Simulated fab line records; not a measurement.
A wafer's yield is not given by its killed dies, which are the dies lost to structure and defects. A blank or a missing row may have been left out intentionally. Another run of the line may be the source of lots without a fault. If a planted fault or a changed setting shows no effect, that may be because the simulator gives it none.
fab line records    flow n5Finfet
[record] lots = 10  wafers = 28  lastDay = 17
route steps=1938 shown ILD0@345 SDB@347 HKMG_FIN@395 BEOL_M4@1111 PASSIVATION@1936
lots that met no fault: taken from a fault-free run of the same line
startH: the number of hours between the record's first day and the start of the first shown wafer of the lot    waitH: how many hours have passed since the lot's step before this one    " same as the row above    L1.1+2: one row covering several wafers at once    - no value, or no start was given    * or withheld: withheld    < > ~ a bound
route shown NAME@n: a module of which the file shows steps, and the number in the route of the first    usual: the fault-free wafers' mean and standard deviation    same: alike in all rows    chamber/n: place in a boat    sites: per-site readings    _std_site: how widely they spread, as a standard deviation    _edge_site: inner sites' mean taken away from outer sites' mean    radiusMm: for every site, how far away it sits from the centre of the wafer    mask NAME#n: copy n    behind: the last tool/chamber to shape the wafer    hold: why the lot went on hold/how many hours it stayed there/how the hold came to an end    device: the n, p or np transistor that did not switch    end of line: the tests these same wafers got at the end of their route    where a step has no rows: the recipe by itself    killed: dies that structure and defects cost at the first sort, which is not the same as the wafer's yield    map: a wafer's dies, marking killed ones x, the rest . and places with no die _
set.NAME: the setting as run; set.NAME@STEP: as run at that earlier step    model.NAME: the simulator's own value behind a step, which no gauge read
route steps across a sampled set of lots; one table per step, one row per wafer
services: the hour from which a tool's chamber was out of use, counted from the record's first day as startH (under 0 if before that day), plus the number of hours and why
[[steps]]
[step N5_ILD0_THK_MEAS_13]
[usual] thkNm = 17.9/1.6
lot.wafer  tool          chamber  startH  waitH  thkNm
L188.2     filmMetro-01  -        71.48   -      20.3
L188.5     "             -        "       "      21.3
L190.1     filmMetro-01  -        79.65   -      18.5
L190.4     "             -        "       "      16.9
L190.6     "             -        "       "      18.3
L192.1     filmMetro-02  -        91.23   -      18.2
L192.2     "             -        "       "      21.2
L192.3     "             -        "       "      19.2
L196.1     filmMetro-01  -        113.58  -      18.7
L196.4     "             -        "       "      20.9
L196.5     "             -        "       "      18.8
L197.1     filmMetro-01  -        120.27  -      20.6
L197.5     "             -        "       "      17.6
L198.1     filmMetro-01  -        124.61  -      18.0
L198.2     "             -        "       "      18.4
L198.5     "             -        "       "      18.7
L204.2     filmMetro-02  -        159.39  -      16.7
L204.3     "             -        "       "      17.8
L204.6     "             -        "       "      17.8
L206.2     filmMetro-02  -        171.37  -      15.6
L206.4     "             -        "       "      18.3
L206.5     "             -        "       "      18.3
L210.2     filmMetro-02  -        198.47  -      18.3
L210.3     "             -        "       "      17.2
L210.5     "             -        "       "      19.9
L211.1     filmMetro-01  -        203.18  -      16.8
L211.2     "             -        "       "      19.7
L211.3     "             -        "       "      15.9
[step N5_SDB_HM_DEP_00]
[recipe] material = SiNx  targetThkA = 400  tempC = 400  precursor = SiH4/NH3/N2  pressureTorr = 1.5  rfW = 300  timeS = 35.3
[usual] heaterPowerW = 728/84  showerheadPlenumPTorr = 5.14/0.088  throttleValvePct = 39.4/2.2
lot.wafer  tool      chamber  startH  waitH  heaterPowerW  showerheadPlenumPTorr  throttleValvePct
L188.2     pecvd-01  2        71.54   0.0    802           5.09                   40.9
L188.5     "         0        "       "      660           5.10                   38.5
L190.1     pecvd-01  1        79.72   0.0    793           5.02                   40.7
L190.4     "         0        "       "      692           5.09                   38.1
L190.6     "         1        "       "      793           5.04                   40.3
L192.1     pecvd-01  1        91.29   0.0    769           5.03                   40.5
L192.2     "         0        "       "      712           5.11                   38.4
L192.3     "         2        "       "      923           5.08                   40.9
L196.1     pecvd-03  2        113.65  0.0    689           5.15                   37.5
L196.4     "         1        "       "      589           5.16                   36.3
L196.5     "         2        "       "      673           5.16                   37.7
L197.1     pecvd-03  0        120.34  0.0    778           5.24                   39.0
L197.5     "         0        "       "      791           5.24                   39.0
L198.1     pecvd-03  1        124.67  0.0    681           5.18                   36.5
L198.2     "         2        "       "      672           5.15                   37.2
L198.5     "         1        "       "      674           5.17                   36.4
L204.2     pecvd-03  0        159.45  0.0    805           5.25                   39.1
L204.3     "         2        "       "      702           5.14                   37.4
L204.6     "         0        "       "      805           5.26                   39.0
L206.2     pecvd-01  2        171.43  0.0    984           5.08                   41.1
L206.4     "         1        "       "      684           5.04                   40.5
L206.5     "         2        "       "      938           5.08                   41.0
L210.2     pecvd-04  2        198.53  0.0    713           5.07                   38.4
L210.3     "         0        "       "      643           5.06                   44.5
L210.5     "         0        "       "      639           5.06                   44.7
L211.1     pecvd-04  2        203.25  0.0    592           5.05                   38.8
L211.2     "         1        "       "      795           5.29                   39.5
L211.3     "         0        "       "      704           5.05                   44.6
[step N5_SDB_CUT_ETCH_26]
[recipe] chemistry = HBr/Cl2/O2  target = Si  targetDepthA = 1296  btTimeS = 20  maskMaterial = SiNx  timeS = 51.8  ionEnergyEv = *  biasW = *  pressureMtorr = 10  icpW = 800  HBr_flow_sccm = 150  Cl2_flow_sccm = 80  O2_flow_sccm = 12
[usual] biasW = *  drypumpMotorCurrentA = 5.5/0.39  heBacksideLeakSccm = 2.8/0.31  oesProductAu = 1.004/0.015  throttleValvePct = 37.1/0.35
lot.wafer  tool      chamber  startH  waitH  biasW  drypumpMotorCurrentA  heBacksideLeakSccm  oesProductAu  rfHoursCounterH  throttleValvePct
L188.2     rieSi-04  2        72.96   0.1    *      6.4                   2.8                 0.975         51               36.9
L188.5     "         3        "       "      *      5.7                   2.4                 1.002         -                37.3
L190.1     rieSi-05  2        81.16   0.1    *      5.6                   2.7                 1.001         124              37.0
L190.4     "         1        "       "      *      5.0                   2.9                 0.983         110              36.8
L190.6     "         0        "       "      *      5.8                   2.7                 0.985         -                36.4
L192.1     rieSi-05  2        92.62   0.1    *      5.6                   2.6                 1.003         124              37.0
L192.2     "         0        "       "      *      5.8                   2.7                 0.985         131              36.4
L192.3     "         3        "       "      *      5.1                   3.1                 1.017         167              37.2
L196.1     rieSi-04  3        114.80  0.1    *      5.7                   2.8                 1.003         72               37.3
L196.4     "         0        "       "      *      5.4                   3.2                 1.031         127              37.4
L196.5     "         1        "       "      *      5.1                   2.5                 1.022         -                37.5
L197.1     rieSi-05  1        122.57  0.1    *      5.1                   2.7                 0.990         111              36.8
L197.5     "         0        "       "      *      5.8                   2.7                 0.983         -                36.4
L198.1     rieSi-02  3        125.83  0.1    *      5.5                   2.4                 0.984         65               37.7
L198.2     "         0        "       "      *      5.7                   2.7                 1.005         5                37.0
L198.5     "         1        "       "      *      5.5                   3.0                 1.021         -                37.5
L204.2     rieSi-05  0        161.04  0.1    *      5.8                   2.6                 0.995         132              36.4
L204.3     "         3        "       "      *      5.1                   3.3                 1.019         168              37.1
L204.6     "         2        "       "      *      5.5                   2.6                 1.009         -                37.0
L206.2     rieSi-04  1        173.01  0.1    *      5.0                   2.6                 1.019         37               37.5
L206.4     "         2        "       "      *      6.4                   2.5                 0.983         53               36.9
L206.5     "         0        "       "      *      5.4                   3.1                 1.027         -                37.4
L210.2     rieSi-02  1        199.77  0.1    *      5.5                   3.1                 1.015         106              37.5
L210.3     "         3        "       "      *      5.5                   2.3                 0.977         66               37.7
L210.5     "         3        "       "      *      5.4                   2.3                 0.992         -                37.7
L211.1     rieSi-02  3        204.40  0.1    *      5.5                   2.4                 0.985         66               37.7
L211.2     "         2        "       "      *      5.3                   2.7                 0.999         3                37.2
L211.3     "         1        "       "      *      5.5                   3.3                 1.012         106              37.4
[step N5_HKMG_FIN_EXPOSE_46]
[recipe] maskId = NDIPOLE  na = 1.35  sourceShape = conventional  sigmaOuter = 0.8  polarization = unpolarized  doseMj = 40
[usual] reticleTempC = 23.02/0.1  stageVelMmS = 499.99/0.25
lot.wafer  tool            chamber  startH  waitH  mask       reticleTempC  stageVelMmS
L188.2     arfiScanner-02  0        77.84   -      NDIPOLE#0  23.10         500.04
L188.5     "               0        "       "      NDIPOLE#0  23.13         500.01
L190.1     arfiScanner-01  0        85.87   -      NDIPOLE#0  23.24         499.68
L190.4     "               0        "       "      NDIPOLE#0  23.05         500.22
L190.6     "               0        "       "      NDIPOLE#0  23.23         500.04
L192.1     arfiScanner-03  0        97.54   -      NDIPOLE#0  22.93         499.96
L192.2     "               0        "       "      NDIPOLE#0  23.16         500.35
L192.3     "               0        "       "      NDIPOLE#0  23.16         499.92
L196.1     arfiScanner-03  0        119.32  -      NDIPOLE#0  22.89         499.60
L196.4     "               0        "       "      NDIPOLE#0  22.94         499.64
L196.5     "               0        "       "      NDIPOLE#0  22.85         499.62
L197.1     arfiScanner-03  0        127.16  -      NDIPOLE#0  23.01         500.16
L197.5     "               0        "       "      NDIPOLE#0  22.97         499.86
L198.1     arfiScanner-03  0        130.35  -      NDIPOLE#0  22.91         500.47
L198.2     "               0        "       "      NDIPOLE#0  22.95         500.15
L198.5     "               0        "       "      NDIPOLE#0  23.03         499.81
L204.2     arfiScanner-03  0        165.61  -      NDIPOLE#0  23.09         499.50
L204.3     "               0        "       "      NDIPOLE#0  22.88         499.76
L204.6     "               0        "       "      NDIPOLE#0  22.97         499.82
L206.2     arfiScanner-03  0        177.79  -      NDIPOLE#0  23.11         500.06
L206.4     "               0        "       "      NDIPOLE#0  23.00         500.54
L206.5     "               0        "       "      NDIPOLE#0  23.22         500.30
L210.2     arfiScanner-01  0        204.58  -      NDIPOLE#0  23.00         499.84
L210.3     "               0        "       "      NDIPOLE#0  22.93         499.62
L210.5     "               0        "       "      NDIPOLE#0  22.79         499.86
L211.1     arfiScanner-01  0        208.92  -      NDIPOLE#0  23.14         500.08
L211.2     "               0        "       "      NDIPOLE#0  23.02         499.88
L211.3     "               0        "       "      NDIPOLE#0  23.19         499.91
[step N5_HKMG_FIN_OVL_MEAS_50]
[recipe] pointsPerWafer = 44
[usual] NDIPOLE_OVL = -0.1/0.78
lot.wafer  tool        chamber  startH  waitH  NDIPOLE_OVL[nm]
L188.2     overlay-02  0        77.99   0.0    -1.3
L188.5     "           0        "       "      -1.3
L190.1     overlay-02  0        86.03   0.0    -0.8
L190.4     "           0        "       "      -1.4
L190.6     "           0        "       "      -1.1
L192.1     overlay-02  0        97.70   0.0    0.6
L192.2     "           0        "       "      1.1
L192.3     "           0        "       "      1.7
L196.1     overlay-02  0        119.47  0.0    1.2
L196.4     "           0        "       "      -0.5
L196.5     "           0        "       "      0.2
L197.1     overlay-02  0        127.32  0.0    0.9
L197.5     "           0        "       "      0.1
L198.1     overlay-02  0        130.50  0.0    1.1
L198.2     "           0        "       "      0.1
L198.5     "           0        "       "      0.7
L204.2     overlay-02  0        165.76  0.0    11.4
L204.3     "           0        "       "      11.3
L204.6     "           0        "       "      11.6
L206.2     overlay-02  0        177.94  0.0    10.7
L206.4     "           0        "       "      11.6
L206.5     "           0        "       "      11.3
L210.2     overlay-02  0        204.73  0.0    -0.8
L210.3     "           0        "       "      -0.2
L210.5     "           0        "       "      -0.1
L211.1     overlay-02  0        209.07  0.0    1.3
L211.2     "           0        "       "      1.0
L211.3     "           0        "       "      0.9
[step N5_BEOL_M4_RC_MEAS_101]
[usual] DIBL_N = 36.2/2  DIBL_P = 36.1/2.4  IOFF_N = 0.16/0.035  IOFF_P = 0.22/0.041  ION_N = 675/14  ION_P = 465/8.6  SS_N = 71.5/0.64  SS_P = 73.2/0.76  VT_N = 250/3.9  VT_P = -249/3.4
lot.wafer  tool       chamber  startH  waitH  DIBL_N[mV/V]  DIBL_P[mV/V]  IOFF_N[nA/um]  IOFF_P[nA/um]  ION_N[uA/um]  ION_P[uA/um]  SS_N[mV/dec]  SS_P[mV/dec]  VT_N[mV]  VT_P[mV]
L188.2     prober-02  0        175.05  0.2    38.0          37.1          0.19           0.23           692           470           72.1          73.5          247       -248
L188.5     "          0        "       "      38.1          37.0          0.19           0.22           686           465           71.9          73.8          249       -252
L190.1     prober-01  0        177.80  0.0    36.6          36.9          0.16           0.21           677           460           71.8          72.8          248       -249
L190.4     "          0        "       "      35.3          34.8          0.14           0.18           687           471           70.9          72.4          249       -251
L190.6     "          0        "       "      35.0          34.3          0.13           0.19           670           463           71.4          72.1          249       -249
L192.1     prober-02  0        199.14  0.0    32.9          33.1          0.10           0.15           650           449           71.1          71.9          256       -252
L192.2     "          0        "       "      34.0          35.1          0.12           0.18           658           463           71.1          72.5          254       -250
L192.3     "          0        "       "      33.6          35.0          0.10           0.17           643           454           70.4          73.3          257       -252
L196.1     prober-01  0        213.22  0.0    35.8          36.1          0.17           0.22           674           459           72.0          72.8          245       -247
L196.4     "          0        "       "      39.0          40.3          0.22           0.29           679           463           72.3          73.5          248       -244
L196.5     "          0        "       "      36.4          37.6          0.18           0.25           686           467           70.7          74.2          248       -245
L197.1     prober-02  0        225.18  0.0    38.0          38.3          0.20           0.25           684           474           70.9          73.9          243       -247
L197.5     "          0        "       "      37.2          37.9          0.18           0.25           673           469           71.1          73.4          245       -247
L198.1     prober-02  0        226.98  0.0    36.6          35.6          0.15           0.20           679           463           71.3          73.9          250       -251
L198.2     "          0        "       "      39.9          38.2          0.20           0.24           688           464           72.2          74.2          248       -248
L198.5     "          0        "       "      39.2          39.2          0.21           0.23           693           468           72.0          74.3          246       -249
L204.2     prober-01  0        264.40  0.2    34.2          33.2          0.11           0.17           654           450           70.9          71.7          255       -250
L204.3     "          0        "       "      36.6          37.2          0.16           0.23           677           472           71.4          72.4          249       -246
L204.6     "          0        "       "      33.0          31.7          0.10           0.16           653           453           71.0          71.6          255       -251
L206.2     prober-01  0        272.26  0.2    37.2          38.9          0.16           0.20           670           458           71.8          73.8          249       -255
L206.4     "          0        "       "      36.1          38.3          0.16           0.20           680           470           71.5          73.7          249       -251
L206.5     "          0        "       "      37.1          38.6          0.17           0.21           685           465           72.0          73.9          251       -250
L210.2     prober-01  0        298.72  0.2    36.4          34.9          0.14           0.19           669           456           71.8          72.9          253       -251
L210.3     "          0        "       "      37.7          37.5          0.19           0.22           682           464           71.5          74.7          247       -251
L210.5     "          0        "       "      38.0          37.4          0.18           0.24           678           461           72.2          74.3          250       -246
L211.1     prober-01  0        314.81  0.0    36.4          36.3          0.15           0.18           654           446           71.6          73.3          257       -255
L211.2     "          0        "       "      36.0          36.5          0.14           0.18           671           454           71.5          73.3          254       -254
L211.3     "          0        "       "      33.9          33.8          0.12           0.16           669           458           70.8          71.7          254       -256
[step N5_PASSIVATION_PROBE_49]
[usual] defectLimitedYield = 91.1/1.4  killed_at_M0_to_M3 = 36/9.9  killed_at_M4_up = 13/5.8  killedAtContacts = 14/5.9  killedAtFrontEnd = 39/11  killedAtOther = 3.4/2.9  killedDies = 105/17  killedOpen = 70/13  killedShort = 34/7.3  sort_bin_5_function = 5.3/1  sort_bin_6_memory = 3.3/0.62  sort_bin_8_speed = 0.01/0.057  sortNPass = 1075/17
[same] grossDies = 1180  killedAtBackSide = 0  sort_bin_4_leakage[%] = 0
lot.wafer  tool       chamber  startH  waitH  defectLimitedYield[%]  killed_at_M0_to_M3  killed_at_M4_up  killedAtContacts  killedAtFrontEnd  killedAtOther  killedDies  killedOpen  killedShort  sort_bin_5_function[%]  sort_bin_6_memory[%]  sort_bin_8_speed[%]  sortNPass
L197.1     prober-01  -        323.79  0.0    91.8                   44                  9                9                 28                7              97          59          37           5.5                     2.6                   0                    1083
L197.5     prober-01  -        323.99  0.2    94.4                   32                  4                1                 24                5              66          48          18           3.4                     1.9                   0                    1114
L204.2     prober-01  -        379.13  0.1    89.8                   47                  15               17                41                0              120         74          33           6.0                     2.8                   0                    1060
// killed by level:class
L197.1 BEOL_M0_SAQP:geometricParticle:open=8 BEOL_M0_SAQP:geometricParticle:short=7 BEOL_M1:geometricParticle:open=6 MOL_CONTACT_COAG:geometricParticle:open=6 BEOL_M0:geometricParticle:open=6 BEOL_M2:geometricParticle:open=6 BEOL_M3:geometricParticle:open=5 STARTING-WAFER:geometricParticle:short=5
L197.5 BEOL_M2:geometricParticle:open=18 FIN_SAQP:geometricParticle:short=4 FIN_SAQP:geometricParticle:open=4 STI_FIN_REVEAL:geometricParticle:open=4 BEOL_M1:geometricParticle:open=4 ILD0:geometricParticle:open=3 ILD0:geometricParticle:short=3 GATE_CUT:geometricParticle:open=2
L204.2 MOL_CONTACT_COAG:geometricParticle:open=17 BEOL_M2:geometricParticle:open=13 HKMG_FIN:areaEtch=12 BEOL_M0_SAQP:geometricParticle:short=10 STI_FIN_REVEAL:geometricParticle:open=9 FIN_SAQP:geometricParticle:short=7 BEOL_M0_SAQP:geometricParticle:open=6 BEOL_M2:geometricParticle:short=5
[[services]]
tool            chamber  startH  hours  kind
arfiScanner-02  -        48.26   1.0    pm
arfiScanner-01  -        65.03   0.5    repair
arfiScanner-01  -        66.01   1.3    pm
rieSi-05        1        71.26   4.5    repair
rieSi-05        0        72.61   2.7    repair
arfiScanner-01  -        72.91   2.2    repair
arfiScanner-02  -        86.39   0.5    repair
arfiScanner-01  -        92.12   1.0    pm
rieSi-05        0        96.58   3.6    repair
pecvd-01        0        122.45  6.0    repair
rieSi-04        0        127.15  36.9   repair
arfiScanner-03  -        128.89  1.3    pm
rieSi-02        -        135.14  2.8    pm
pecvd-01        -        148.31  1.8    repair
arfiScanner-01  -        155.55  0.4    repair
arfiScanner-01  -        158.47  0.8    pm
arfiScanner-01  -        167.01  1.0    pm
rieSi-02        -        168.12  28.1   pm
pecvd-03        -        168.28  1.8    repair
arfiScanner-03  -        186.90  3.1    pm
arfiScanner-03  -        190.02  1.0    pm
arfiScanner-01  -        191.51  1.3    pm
arfiScanner-03  -        203.90  0.8    pm
pecvd-04        -        205.06  9.1    repair
[[key]]
[firstSign] step = N5_HKMG_FIN_OVL_MEAS_50  reading = NDIPOLE_OVL  direction = up  sigmas = 15  usual = -0.1  struck = 11.3
effect none on later readings
metAt N5_HKMG_FIN_EXPOSE_46
struckLots L204,L206
[baselineLoss] step = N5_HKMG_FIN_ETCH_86  wafers = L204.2
notActingAt N5_ILD0_THK_MEAS_13,N5_SDB_HM_DEP_00,N5_SDB_CUT_ETCH_26
onsetBetween 130.35 165.61
[fault] kind = scannerMatchingOverlay  tool = arfiScanner-03  chamber = -  onsetH = 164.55  steps = N5_HKMG_FIN_EXPOSE_46  offset = 12.216
// baselineLoss: these wafers lose ten dies or more at that step, a loss of the line's own and not of a fault; the sort's usual values leave them out
